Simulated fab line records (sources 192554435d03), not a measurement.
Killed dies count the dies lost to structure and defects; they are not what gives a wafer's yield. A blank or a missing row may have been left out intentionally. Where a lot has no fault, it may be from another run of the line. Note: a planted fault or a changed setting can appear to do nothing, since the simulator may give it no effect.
Comparing a struck lot with a sound one    flow n5Finfet    44 steps out of a route of 1938
Sound: these wafers, L759.1, L759.3, L759.5. Struck: wafer L767.4 (left out: L767.5, L767.6 of the same lot, which were not struck); the cause appears at the end.
Per side, at each step with rows, come the tool, then ch with its chambers, and then its first start. Under that, the readings that differ: sound wafers    struck wafers    difference of the means    sigmas: that difference in standard deviations of wafers without a fault.
alike: same words and numbers on both sides, and readings whose means sit less than 2 such deviations apart. not compared: any withheld reading, any reading some wafer has no value for, any bound like >300 that may hide the same value, and any number with overlapping values for which the record gives no deviation.
The two part at a step that has a row with sigmas, a row that says differs or no value, or rows on one side only. Non-overlapping numbers with no deviation appear without sigmas and do not part them. A reading that every wafer of one side lacks parts them only if that side has two wafers or more.

first, 2 steps without rows for these wafers: N5_SD_EPI_N_STRIP_36 (strips in N2/H2); N5_SD_EPI_N_ETCHBACK_44 (etches SiNx in CH3F/O2, stops on SiO2, target depth 14.5 nm).
N5_SD_EPI_N_ETCH_45: etches SiOCN in CH3F/O2, target depth 6 nm.
  sound on rieDiel-04 ch 0,2, day 6 07:52; struck on rieDiel-04 ch 2, day 8 03:34
reading     sound              struck  difference  sigmas
rfVppV (V)  127.2 128.8 128.0  125.8   -2.2        -2
  alike: drypumpMotorCurrentA, oesProductAu, showerheadPlenumPTorr, throttleValvePct
  not compared: rfHoursCounterH
N5_SD_EPI_N_ETCH_16: etches SiO2 in CHF3/O2, target depth 5 nm.
  sound on rieDiel-04 ch 0,2, day 6 07:58; struck on rieDiel-04 ch 2, day 8 03:40
  alike: drypumpMotorCurrentA, oes_f_703_au, oesProductAu, rfVppV, showerheadPlenumPTorr, throttleValvePct
  not compared: rfHoursCounterH
then, 8 steps without rows for these wafers: N5_SD_EPI_N_STRIP_47 (strips in CHF3/O2); N5_SD_EPI_N_SD_RECESS_17 (chemistry HBr/Cl2/O2, target depth 41 nm, time 23.7 s, bt time 3 s); N5_SD_EPI_N_STRIP_38 (strips in N2/H2); N5_SD_EPI_N_WET_ETCH_43 (etches SiO2 in dHF, time 14 s, target depth 1.5 nm); N5_SD_EPI_N_STRIP_18 (strips in SPM, time 750 s); N5_SD_EPI_N_SRD_20 (time 30 s); N5_SD_EPI_N_PRECLEAN_48 (cleans in NF3:NH3, afs cycles 2, time 20 s, sublimation time 60 s); N5_SD_EPI_N_VAPOR_ETCH_50 (etches Si in HCl, time 54 s).
N5_SD_EPI_N_EPI_21: deposits Si:P, time 690 s.
  sound on epiRpcvd-01 ch 0, day 6 09:14; struck on epiRpcvd-01 ch 0, day 8 05:33
reading                                   sound           struck  difference  sigmas
epiGrowthTimeS (s)                        690 690 690     960.81  +270.81     
model.Si-P_of_SD_EPI_N_EPI_21.thkNm (nm)  60.2 59.4 59.4  75.6    +15.9       
N5_SD_EPI_N_EPI_MEAS_23:
  struck on filmMetro-02, day 8 06:26; sound on filmMetro-01, day 6 11:31
reading     sound           struck  difference  sigmas
thkNm (nm)  60.0 59.0 57.1  76.4    +17.7       +15
then, 4 steps without rows for these wafers: N5_SD_EPI_N_PRECLEAN_24 (cleans in O3/DIW, time 60 s); N5_SD_EPI_N_SRD_25 (time 30 s); N5_SD_EPI_N_PRECLEAN_49 (cleans in NF3:NH3, afs cycles 1, time 20 s, sublimation time 60 s); N5_SD_EPI_N_LINER_46 (material SiNx, target thk 3 nm).
N5_SD_EPI_N_INSPECT_26: inspects for defects (darkfield).
  struck on defectInspect-02, day 8 06:59; sound on defectInspect-02, day 6 12:18
  alike: rawDefectCount
then, 8 steps without rows for these wafers: N5_SD_EPI_P_COAT_34 (time 60 s, resist thk 350 nm); N5_SD_EPI_P_COAT_35 (time 60 s, resist thk 35 nm); N5_SD_EPI_P_COAT_03 (resist thk 150 nm); N5_SD_EPI_P_EBR_05; N5_SD_EPI_P_SOFTBAKE_04 (time 60 s); N5_SD_EPI_P_EXPOSE_06 (exposes mask SD P BLK, target cd 240 nm); N5_SD_EPI_P_PEB_07 (peb time 60 s); N5_SD_EPI_P_DEVELOP_08 (develop time 30 s).
N5_SD_EPI_P_CD_MEAS_09: target cd 240 nm.
  sound on cdSem-03 ch 0, day 6 12:42; struck on cdSem-02 ch 0, day 8 07:23
  alike: cdNm
N5_SD_EPI_P_OVL_MEAS_10:
  sound on overlay-01 ch 0, day 6 12:44; struck on overlay-01 ch 0, day 8 07:25
  alike: SD_P_BLK_OVL
N5_SD_EPI_P_INSPECT_11: inspects for defects (macro).
  struck on defectInspect-02, day 8 07:26; sound on defectInspect-01, day 6 12:45
  alike: rawDefectCount
N5_SD_EPI_P_DESCUM_14: chemistry O2, time 7.9 s.
  sound on rieDiel-03 ch 0,3, day 6 12:47; struck on rieDiel-06 ch 2, day 8 07:28
  alike: drypumpMotorCurrentA, oesProductAu, rfVppV, showerheadPlenumPTorr, throttleValvePct
  not compared: rfHoursCounterH
then, 5 steps without rows for these wafers: N5_SD_EPI_P_ETCH_36 (etches SiARC in CF4, target depth 45.5 nm, time 75.8 s); N5_SD_EPI_P_ETCH_37 (etches SOC in N2/H2, overetch 108 nm, time 486 s); N5_SD_EPI_P_STRIP_38 (strips in N2/H2); N5_SD_EPI_P_ETCHBACK_46 (etches SiNx in CH3F/O2, stops on SiO2, target depth 17.5 nm); N5_SD_EPI_P_ETCH_47 (etches SiOCN in CH3F/O2, target depth 25 nm).
N5_SD_EPI_P_ETCH_16: etches SiO2 in CHF3/O2, target depth 5 nm.
  sound on rieDiel-03 ch 0,3, day 6 13:24; struck on rieDiel-06 ch 2, day 8 08:05
  alike: drypumpMotorCurrentA, oes_f_703_au, oesProductAu, rfVppV, showerheadPlenumPTorr, throttleValvePct
  not compared: rfHoursCounterH
then, 1 step without rows for these wafers: N5_SD_EPI_P_STRIP_50 (strips in CHF3/O2).
N5_SD_EPI_P_SD_RECESS_17: chemistry HBr/Cl2/O2, target depth 39.1 nm, bt time 3 s.
  sound on rieSi-06 ch 0,2,3, day 6 13:28; struck on rieSi-06 ch 3, day 8 08:10
  alike: drypumpMotorCurrentA, oesProductAu, throttleValvePct
  not compared: rfHoursCounterH
then, 3 steps without rows for these wafers: N5_SD_EPI_P_WET_ETCH_45 (etches SiO2 in dHF, time 10.7 s, target depth 2 nm, rinse time 30 s); N5_SD_EPI_P_STRIP_40 (strips in N2/H2); N5_SD_EPI_P_PRECLEAN_52 (cleans in O3/DIW, time 60 s).
N5_SD_EPI_P_PRECLEAN_24: cleans in O3/DIW, time 45 s.
  sound on wetBench-01 ch 1,3,4, day 6 16:26; struck on wetBench-05 ch 4, day 8 11:08
reading                                   sound           struck  difference  sigmas
model.Si-P_of_SD_EPI_N_EPI_21.thkNm (nm)  59.2 58.6 58.4  74.4    +15.7       
N5_PASSIVATION_PROBE_49:
  the record has rows for the sound wafers here (prober-02, day 14 23:40) and none for the struck ones

== WHERE THEY PART ==
At N5_SD_EPI_N_ETCH_45 first; at N5_PASSIVATION_PROBE_49 last (within this record only).

WHY: what had been put in by the simulator
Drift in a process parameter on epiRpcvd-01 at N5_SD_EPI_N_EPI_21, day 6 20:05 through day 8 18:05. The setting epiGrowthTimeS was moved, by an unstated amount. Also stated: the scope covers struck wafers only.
